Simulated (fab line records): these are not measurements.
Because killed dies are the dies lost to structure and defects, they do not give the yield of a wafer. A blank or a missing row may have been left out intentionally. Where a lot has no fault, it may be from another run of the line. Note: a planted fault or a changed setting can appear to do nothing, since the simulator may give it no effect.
Matching of chambers -- flow n5-finfet -- 4 sister chambers for N5_HKMG_FIN_ETCH_35 on rie-diel-04
The step etches SOC in N2/H2, target depth 215.8 nm, time 243.4 s. 20 wafers are shown with their chamber, then 10 later ones without.

== WAFERS, EACH WITH ITS CHAMBER ==
wafer,chamber,showerhead-plenum-p-Torr (Torr),throttle-valve-pct (%),drypump-motor-current-A (A)
L078.1,3,2.55,18.06,6.2
L078.3,1,2.62,18.04,6.5
L078.5,0,2.63,17.92,6.3
L081.3,0,2.63,17.94,6.3
L081.4,1,2.62,18.05,6.4
L081.5,3,2.54,18.09,6.3
L084.4,2,2.55,18.34,6.1
L084.5,1,2.62,18.07,6.5
L084.6,0,2.63,17.97,6.3
L085.2,2,2.55,18.34,6.1
L085.4,0,2.63,17.95,6.3
L085.5,1,2.62,18.07,6.5
L088.1,0,2.62,17.98,6.3
L088.4,1,2.61,18.07,6.5
L088.5,3,2.54,18.11,6.3
L091.1,3,2.53,18.13,6.3
L091.2,1,2.61,18.11,6.5
L091.6,3,2.53,18.12,6.3
L093.3,3,2.53,18.11,6.3
L093.4,0,2.62,17.98,6.3

SIGNATURES, as means of the wafers listed above
reading,chamber 0,chamber 1,chamber 2,chamber 3,scatter within a chamber
showerhead-plenum-p-Torr,2.6267,2.6167,2.5500,2.5367,0.00612
throttle-valve-pct,17.9567,18.0683,18.3400,18.1033,0.0237
drypump-motor-current-A,6.300,6.483,6.100,6.283,0.0323
Rule: for a wafer and a chamber, the distance is found by dividing, reading by reading, the gap between the wafer's reading and the chamber's mean by the reading's scatter, squaring, summing and taking the root. If the next closest chamber is less than 2 further off than the closest, the wafer can't be placed; otherwise it belongs to the closest. The scatter: the root of (the sum of the squares of (reading less its chamber's mean) over the shown wafers, divided by (wafers less chambers)).

== WAFERS WHOSE CHAMBER IS MISSING ==
wafer,showerhead-plenum-p-Torr (Torr),throttle-valve-pct (%),drypump-motor-current-A (A)
L093.6,2.53,18.12,6.3
L094.1,2.53,18.12,6.3
L094.4,2.54,18.36,6.0
L094.6,2.53,18.12,6.3
L097.2,2.54,18.39,6.1
L097.3,2.53,18.13,6.2
L097.6,2.62,18.01,6.2
L096.3,2.54,18.40,6.1
L096.4,2.61,17.70,6.5
L096.6,2.61,17.70,6.5

== WHICH CHAMBER EACH ONE RAN IN ==
wafer,from the rows above,in truth
L093.6,3,3
L094.1,3,3
L094.4,2,2
L094.6,3,3
L097.2,2,2
L097.3,3,3
L097.6,0,0
L096.3,2,2
L096.4,0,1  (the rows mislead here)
L096.6,0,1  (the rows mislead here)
8 of 10 placed correctly. Can't be placed from these rows: 0. Wrongly placed: 2.
